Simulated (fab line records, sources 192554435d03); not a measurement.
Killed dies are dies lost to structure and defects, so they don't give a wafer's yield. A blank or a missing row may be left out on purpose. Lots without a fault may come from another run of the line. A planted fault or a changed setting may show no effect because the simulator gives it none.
Which tool did it? | flow n5_finfet | 24 lots, 72 wafers sampled, at 6 steps of a route of 1938

WHAT THE GAUGES READ, wafer by wafer
N5_BEOL_M3_CD_MEAS_35: target cd 18 nm, target cd y 21 nm.
lot  | measured     | on        | cd_nm (nm)
L074 | day 6 22:23  | cd_sem-02 | 17.6 17.4 18.0
L075 | day 7 14:49  | cd_sem-02 | 18.5 17.7 18.9
L077 | day 7 17:51  | cd_sem-01 | 18.1 18.4 18.0
L076 | day 8 03:53  | cd_sem-01 | 17.6 17.8 18.4
L078 | day 8 05:34  | cd_sem-01 | 18.2 18.1 17.8
L079 | day 8 06:46  | cd_sem-01 | 18.2 17.8 17.5
L080 | day 8 09:02  | cd_sem-03 | 18.0 17.9 17.6
L081 | day 9 22:24  | cd_sem-01 | 17.9 18.1 18.2
L084 | day 9 22:20  | cd_sem-01 | 17.9 17.9 18.2
L083 | day 10 02:25 | cd_sem-03 | 17.9 18.8 18.0
L082 | day 10 02:43 | cd_sem-03 | 17.8 17.4 18.1
L085 | day 10 05:11 | cd_sem-03 | 17.8 18.0 17.7
L086 | day 10 10:45 | cd_sem-01 | 18.2 18.2 17.7
L087 | day 10 17:07 | cd_sem-01 | 17.8 18.2 17.7
L088 | day 10 21:07 | cd_sem-03 | 17.5 17.8 17.9
L089 | day 11 07:11 | cd_sem-01 | 18.1 18.8 18.4
L090 | day 11 15:12 | cd_sem-03 | 17.5 17.9 17.9
L092 | day 12 01:08 | cd_sem-01 | 17.5 17.8 17.9
L091 | day 12 06:13 | cd_sem-03 | 17.5 17.4 17.1
L093 | day 12 06:17 | cd_sem-01 | 17.9 17.8 17.8
L094 | day 12 09:14 | cd_sem-01 | 17.9 18.5 17.7
L095 | day 12 19:15 | cd_sem-03 | 17.3 18.2 17.7
L096 | day 12 21:44 | cd_sem-03 | 18.0 17.9 18.3
L097 | day 13 01:45 | cd_sem-01 | 17.5 17.4 18.1

N5_BEOL_M3_RS_MEAS_58: measures by four-point-probe.
lot  | measured     | on            | M3_RS (ohm/sq)
L074 | day 7 02:01  | film_metro-02 | 0.682 0.705 0.636
L075 | day 7 18:17  | film_metro-02 | 0.632 0.595 0.636
L077 | day 7 22:20  | film_metro-01 | 0.684 0.626 0.641
L076 | day 8 08:20  | film_metro-01 | 0.713 0.689 0.670
L078 | day 8 09:48  | film_metro-01 | 0.675 0.664 0.684
L079 | day 8 11:08  | film_metro-01 | 0.720 0.713 0.684
L080 | day 8 12:29  | film_metro-01 | 0.673 0.651 0.604
L081 | day 10 02:17 | film_metro-01 | 0.651 0.641 0.674
L084 | day 10 03:17 | film_metro-02 | 0.633 0.628 0.644
L083 | day 10 06:29 | film_metro-02 | 0.700 0.665 0.658
L082 | day 10 07:42 | film_metro-02 | 0.705 0.674 0.661
L085 | day 10 09:05 | film_metro-02 | 0.655 0.636 0.645
L086 | day 10 14:15 | film_metro-02 | 0.679 0.665 0.665
L087 | day 10 21:03 | film_metro-01 | 0.659 0.691 0.685
L088 | day 11 01:05 | film_metro-02 | 0.677 0.643 0.632
L089 | day 11 11:05 | film_metro-02 | 0.687 0.690 0.647
L090 | day 11 19:17 | film_metro-02 | 0.666 0.694 0.660
L092 | day 12 06:53 | film_metro-02 | 0.640 0.614 0.593
L091 | day 12 10:04 | film_metro-02 | 0.662 0.678 0.669
L093 | day 12 10:16 | film_metro-02 | 0.659 0.636 0.660
L094 | day 12 13:14 | film_metro-01 | 0.638 0.689 0.647
L095 | day 13 00:03 | film_metro-02 | 0.718 0.705 0.656
L096 | day 13 01:53 | film_metro-02 | 0.701 0.704 0.662
L097 | day 13 05:55 | film_metro-01 | 0.686 0.640 0.609

WHICH TOOL RAN EACH LOT (tool, then ch and the chambers of the sampled wafers, then the start)
lot  | N5_BEOL_M3_ETCH_69                 | N5_BEOL_M3_SURFACE_TREAT_85  | N5_BEOL_M3_ANNEAL_87         | N5_BEOL_M3_CO_CAP_55
L074 | rie_diel-05 ch 2,3, day 6 21:23    | pvd_sputter-01, day 6 22:58  | pvd_sputter-03, day 6 23:56  | cvd_co-01 ch 0,2, day 7 01:49
L075 | rie_diel-06 ch 1,2, day 7 12:20    | pvd_sputter-01, day 7 15:14  | pvd_sputter-01, day 7 16:12  | cvd_co-02 ch 0,2, day 7 18:06
L077 | rie_diel-06 ch 2,3, day 7 16:57    | pvd_sputter-03, day 7 18:48  | pvd_sputter-02, day 7 20:15  | cvd_co-02 ch 0,1,2, day 7 22:08
L076 | rie_diel-06 ch 1,3, day 8 03:00    | pvd_sputter-01, day 8 04:26  | pvd_sputter-01, day 8 05:32  | cvd_co-02 ch 1,2, day 8 08:08
L078 | rie_diel-06 ch 0,1,2, day 8 04:22  | pvd_sputter-03, day 8 06:08  | pvd_sputter-03, day 8 07:10  | cvd_co-02 ch 0,1,2, day 8 09:36
L079 | rie_diel-05 ch 1,2, day 8 06:00    | pvd_sputter-02, day 8 07:08  | pvd_sputter-01, day 8 08:06  | cvd_co-01 ch 0,2, day 8 10:56
L080 | rie_diel-06 ch 1,2,3, day 8 08:06  | pvd_sputter-03, day 8 09:27  | pvd_sputter-03, day 8 10:25  | cvd_co-02 ch 0,2, day 8 12:19
L081 | rie_diel-02 ch 0,1,3, day 9 20:17  | pvd_sputter-01, day 9 23:09  | pvd_sputter-01, day 10 00:11 | cvd_co-02 ch 0,1, day 10 02:04
L084 | rie_diel-02 ch 0,3, day 9 20:28    | pvd_sputter-01, day 9 23:11  | pvd_sputter-02, day 10 01:03 | cvd_co-01 ch 0,1,2, day 10 03:05
L083 | rie_diel-05 ch 0,1, day 10 00:04   | pvd_sputter-02, day 10 03:06 | pvd_sputter-02, day 10 04:24 | cvd_co-02 ch 0,2, day 10 06:18
L082 | rie_diel-06 ch 1,2,3, day 10 00:15 | pvd_sputter-02, day 10 03:18 | pvd_sputter-03, day 10 05:31 | cvd_co-01 ch 0,1,2, day 10 07:29
L085 | rie_diel-06 ch 1,2, day 10 03:28   | pvd_sputter-01, day 10 06:01 | pvd_sputter-01, day 10 07:00 | cvd_co-02 ch 1,2, day 10 08:53
L086 | rie_diel-02 ch 1,3, day 10 10:00   | pvd_sputter-03, day 10 11:07 | pvd_sputter-03, day 10 12:10 | cvd_co-02 ch 0,1, day 10 14:04
L087 | rie_diel-05 ch 1,2,3, day 10 15:02 | pvd_sputter-01, day 10 17:46 | pvd_sputter-01, day 10 18:59 | cvd_co-02 ch 1,2, day 10 20:52
L088 | rie_diel-02 ch 2,3, day 10 15:41   | pvd_sputter-01, day 10 21:47 | pvd_sputter-01, day 10 23:01 | cvd_co-01 ch 0,1,2, day 11 00:54
L089 | rie_diel-02 ch 1,2,3, day 10 21:55 | pvd_sputter-01, day 11 07:40 | pvd_sputter-02, day 11 08:44 | cvd_co-02 ch 0,1,2, day 11 10:53
L090 | rie_diel-02 ch 0,2,3, day 11 13:48 | pvd_sputter-01, day 11 16:08 | pvd_sputter-02, day 11 17:12 | cvd_co-01 ch 0,1,2, day 11 19:07
L092 | rie_diel-02 ch 0,2,3, day 11 20:04 | pvd_sputter-03, day 12 01:56 | pvd_sputter-03, day 12 04:48 | cvd_co-02 ch 0,1,2, day 12 06:42
L091 | rie_diel-06 ch 1,2,3, day 11 23:46 | pvd_sputter-03, day 12 06:55 | pvd_sputter-03, day 12 07:55 | cvd_co-02 ch 0,1,2, day 12 09:53
L093 | rie_diel-06 ch 0,3, day 12 02:37   | pvd_sputter-03, day 12 06:58 | pvd_sputter-01, day 12 08:05 | cvd_co-01 ch 0,2, day 12 10:05
L094 | rie_diel-05 ch 0,1, day 12 08:11   | pvd_sputter-01, day 12 10:04 | pvd_sputter-02, day 12 11:05 | cvd_co-02 ch 0,1, day 12 13:02
L095 | rie_diel-02 ch 0,2,3, day 12 15:08 | pvd_sputter-03, day 12 20:43 | pvd_sputter-02, day 12 21:58 | cvd_co-01 ch 0,1,2, day 12 23:52
L096 | rie_diel-05 ch 1,2, day 12 18:25   | pvd_sputter-03, day 12 22:26 | pvd_sputter-02, day 12 23:49 | cvd_co-02 ch 0,1,2, day 13 01:42
L097 | rie_diel-05 ch 0,1,3, day 12 23:02 | pvd_sputter-02, day 13 02:25 | pvd_sputter-03, day 13 03:50 | cvd_co-01 ch 0,2, day 13 05:43
- N5_BEOL_M3_ETCH_69: etches SiARC in CF4, target depth 15.6 nm, time 26 s.
- N5_BEOL_M3_SURFACE_TREAT_85
- N5_BEOL_M3_ANNEAL_87: time 240 s.
- N5_BEOL_M3_CO_CAP_55: material Co, precursor CCTBA/H2, target thk 2 nm, time 102.1 s.

WHAT THE TOOLS THEMSELVES READ (means of the sampled wafers that have a number; where no wafer has one, the mark that the record gives instead)
N5_BEOL_M3_ETCH_69.
lot  | tool        | drypump_motor_current_A (A) | etch_rf_on_time_s (s) | oes_product_au (a.u.) | rf_fwd_power_W (W) | rf_vpp_V (V) | showerhead_plenum_p_Torr (Torr) | throttle_valve_pct (%)
L074 | rie_diel-05 | 5.5                         | 25.8                  | 0.62                  | 532.5              | 183.0        | 2.10                            | 15.91
L075 | rie_diel-06 | 5.8                         | 26.2                  | 0.64                  | 533.0              | 183.1        | 2.09                            | 15.64
L077 | rie_diel-06 | 6.6                         | 26.0                  | 0.70                  | 532.8              | 183.7        | 2.10                            | 15.62
L076 | rie_diel-06 | 6.2                         | 26.2                  | 0.68                  | 531.9              | 183.6        | 2.07                            | 15.58
L078 | rie_diel-06 | 5.9                         | 26.1                  | 0.68                  | 533.4              | 183.1        | 2.13                            | 15.53
L079 | rie_diel-05 | 5.7                         | 25.6                  | 0.64                  | 532.6              | 186.0        | 2.19                            | 15.82
L080 | rie_diel-06 | 6.2                         | 26.2                  | 0.66                  | 532.6              | 182.6        | 2.09                            | 15.63
L081 | rie_diel-02 | 5.7                         | 25.6                  | 0.72                  | 536.1              | 185.3        | 2.22                            | 15.57
L084 | rie_diel-02 | 6.1                         | 25.3                  | 0.78                  | 535.2              | 184.6        | 2.21                            | 15.42
L083 | rie_diel-05 | 5.8                         | 25.9                  | 0.69                  | 531.9              | 185.3        | 2.18                            | 15.59
L082 | rie_diel-06 | 6.2                         | 26.6                  | 0.65                  | 532.7              | 183.5        | 2.09                            | 15.66
L085 | rie_diel-06 | 6.2                         | 26.6                  | 0.64                  | 529.4              | 183.2        | 2.11                            | 15.72
L086 | rie_diel-02 | 6.2                         | 25.5                  | 0.73                  | 534.2              | 185.5        | 2.19                            | 15.41
L087 | rie_diel-05 | 5.6                         | 25.5                  | 0.68                  | 531.7              | 185.0        | 2.20                            | 15.75
L088 | rie_diel-02 | 6.1                         | 26.3                  | 0.73                  | 534.5              | 183.9        | 2.14                            | 15.34
L089 | rie_diel-02 | 5.7                         | 25.9                  | 0.69                  | 532.4              | 183.7        | 2.15                            | 15.49
L090 | rie_diel-02 | 5.6                         | 25.9                  | 0.73                  | 535.8              | 183.1        | 2.17                            | 15.52
L092 | rie_diel-02 | 5.6                         | 25.6                  | 0.73                  | 535.1              | 184.2        | 2.17                            | 15.54
L091 | rie_diel-06 | 6.2                         | 26.2                  | 0.65                  | 531.9              | 183.9        | 2.08                            | 15.70
L093 | rie_diel-06 | 6.3                         | 25.6                  | 0.69                  | 533.8              | 183.6        | 2.10                            | 15.51
L094 | rie_diel-05 | 5.8                         | 25.9                  | 0.67                  | 532.5              | 184.5        | 2.17                            | 15.62
L095 | rie_diel-02 | 5.6                         | 25.7                  | 0.72                  | 534.9              | 184.9        | 2.17                            | 15.54
L096 | rie_diel-05 | 5.7                         | 26.1                  | 0.62                  | 531.9              | 184.5        | 2.18                            | 15.89
L097 | rie_diel-05 | 5.8                         | 25.8                  | 0.72                  | 532.2              | 184.6        | 2.20                            | 15.50

N5_BEOL_M3_ANNEAL_87.
lot  | tool           | heater_power_w (W) | susceptor_temp_C_max
L074 | pvd_sputter-03 | 800                | 401.2
L075 | pvd_sputter-01 | 801                | 401.1
L077 | pvd_sputter-02 | 849                | 400.6
L076 | pvd_sputter-01 | 757                | 401.2
L078 | pvd_sputter-03 | 793                | 400.9
L079 | pvd_sputter-01 | 757                | 401.1
L080 | pvd_sputter-03 | 813                | 401.2
L081 | pvd_sputter-01 | 832                | 401.3
L084 | pvd_sputter-02 | 862                | 400.6
L083 | pvd_sputter-02 | 835                | 400.6
L082 | pvd_sputter-03 | 807                | 401.4
L085 | pvd_sputter-01 | 799                | 400.9
L086 | pvd_sputter-03 | 845                | 400.9
L087 | pvd_sputter-01 | 827                | 401.2
L088 | pvd_sputter-01 | 822                | 401.3
L089 | pvd_sputter-02 | 854                | 400.9
L090 | pvd_sputter-02 | 845                | 400.9
L092 | pvd_sputter-03 | 850                | 401.2
L091 | pvd_sputter-03 | 740                | 401.0
L093 | pvd_sputter-01 | 793                | 401.2
L094 | pvd_sputter-02 | 864                | 401.1
L095 | pvd_sputter-02 | 853                | 401.1
L096 | pvd_sputter-02 | 838                | 400.8
L097 | pvd_sputter-03 | 790                | 401.0

N5_BEOL_M3_CO_CAP_55.
lot  | tool      | heater_power_w (W)
L074 | cvd_co-01 | 203
L075 | cvd_co-02 | 234
L077 | cvd_co-02 | 226
L076 | cvd_co-02 | 218
L078 | cvd_co-02 | 226
L079 | cvd_co-01 | 197
L080 | cvd_co-02 | 242
L081 | cvd_co-02 | 212
L084 | cvd_co-01 | 207
L083 | cvd_co-02 | 236
L082 | cvd_co-01 | 211
L085 | cvd_co-02 | 207
L086 | cvd_co-02 | 233
L087 | cvd_co-02 | 205
L088 | cvd_co-01 | 210
L089 | cvd_co-02 | 225
L090 | cvd_co-01 | 210
L092 | cvd_co-02 | 224
L091 | cvd_co-02 | 223
L093 | cvd_co-01 | 206
L094 | cvd_co-02 | 216
L095 | cvd_co-01 | 208
L096 | cvd_co-02 | 223
L097 | cvd_co-01 | 195

THE ANSWER, worked out from the rows above alone
Rule: what is usual is taken from the lots themselves. Put in order of their means at a reading, lots are off if they are a third of the lots or fewer, leave a main group of 4 or more, and stand apart from it by a gap of 3 or more times the standard deviation of the main group's means; of several such gaps the widest counts. A main group whose means are all the same, to the digits that the tables above print for the reading, isn't used. A lot without any number at a reading at which 4 lots or more have one is off too. The other lots that the step has rows for count as sound. The gauges are gone through in route order, then the tools' own readings, and for those a lot's mean is taken as printed above. The first step at which some lot is off is used, and at that step the reading that is off furthest; a lot without a number counts as furthest.
No lot is off at any reading shown: from this, nothing can be told.

WHAT THE SIMULATOR HAD PUT IN
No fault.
